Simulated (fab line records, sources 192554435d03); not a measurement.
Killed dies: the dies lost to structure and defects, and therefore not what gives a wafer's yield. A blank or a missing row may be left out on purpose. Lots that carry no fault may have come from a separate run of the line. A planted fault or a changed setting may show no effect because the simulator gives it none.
Chamber matching -- flow n5Finfet -- N5_HKMG_FIN_CMP_94 on cmp-03 has 4 sister chambers
The step polishes, stops on SiNx, t overpolish 4.7 s, target thk 43.299 nm. 18 wafers are shown with their chamber, then 9 later ones without.

## WAFERS WITH THEIR CHAMBER
wafer,chamber,motorCurrentA (A),edgeZonePressureFrac,slurryFilterDpKPa (kPa)
L074.2,0,11.2,1.000,13.37
L074.4,2,11.8,0.998,13.45
L074.5,2,12.4,1.000,13.46
L076.2,3,12.5,0.998,13.59
L076.4,0,11.0,0.998,13.50
L076.6,0,11.4,0.987,13.41
L078.2,3,11.5,0.992,13.52
L078.4,2,12.5,1.007,13.51
L078.6,1,12.6,0.990,13.45
L079.1,3,11.6,1.003,13.41
L079.2,2,12.7,0.990,13.28
L079.3,0,10.0,0.996,13.41
L080.1,2,12.3,1.008,13.48
L080.5,3,11.2,1.013,13.28
L080.6,0,11.3,0.999,13.43
L089.2,0,10.9,0.990,13.50
L089.4,3,11.9,1.005,13.44
L089.5,1,12.4,1.004,13.35

SIGNATURES, as means of the wafers listed above
reading,chamber 0,chamber 1,chamber 2,chamber 3,scatter within a chamber
motorCurrentA,10.967,12.500,12.340,11.740,0.442
edgeZonePressureFrac,0.99500,0.99700,1.00060,1.00220,0.00707
slurryFilterDpKPa,13.4367,13.4000,13.4360,13.4480,0.0872
Rule: for each reading, subtract the chamber's mean from the wafer's reading, divide by that reading's scatter and square the result; add these up over the readings and take the root, which gives the wafer's distance from the chamber. The wafer belongs to the nearest chamber; if the next one is less than 2 further off, it can't be placed. How the scatter is found: for the shown wafers, subtract from each reading the mean of its chamber, square and add these, divide the total by (wafers less chambers), then take the root.

## WAFERS MISSING THEIR CHAMBER
wafer,motorCurrentA (A),edgeZonePressureFrac,slurryFilterDpKPa (kPa)
L090.2,11.8,1.003,13.36
L090.5,12.3,0.993,13.52
L090.6,11.8,1.005,13.61
L092.2,12.1,1.002,13.59
L092.3,11.1,0.993,13.54
L092.4,11.6,0.998,13.76
L095.4,10.4,1.006,13.46
L095.5,10.8,0.994,13.64
L095.6,12.2,1.003,13.57

## WHICH CHAMBER EACH ONE RAN IN
wafer,from the rows above,in truth
L090.2,can't be placed: 3 or 2 or 1 or 0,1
L090.5,can't be placed: 2 or 1 or 3 or 0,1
L090.6,can't be placed: 3 or 2 or 0 or 1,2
L092.2,can't be placed: 3 or 2 or 1 or 0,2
L092.3,can't be placed: 0 or 3 or 2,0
L092.4,can't be placed: 3 or 0 or 2 or 1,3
L095.4,can't be placed: 0 or 3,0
L095.5,can't be placed: 0 or 3 or 2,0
L095.6,can't be placed: 2 or 3 or 1 or 0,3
Placed correctly: 0 of 9. These rows do not allow placing 9 (true chamber among the candidates in 9). Wrongly placed: 0.
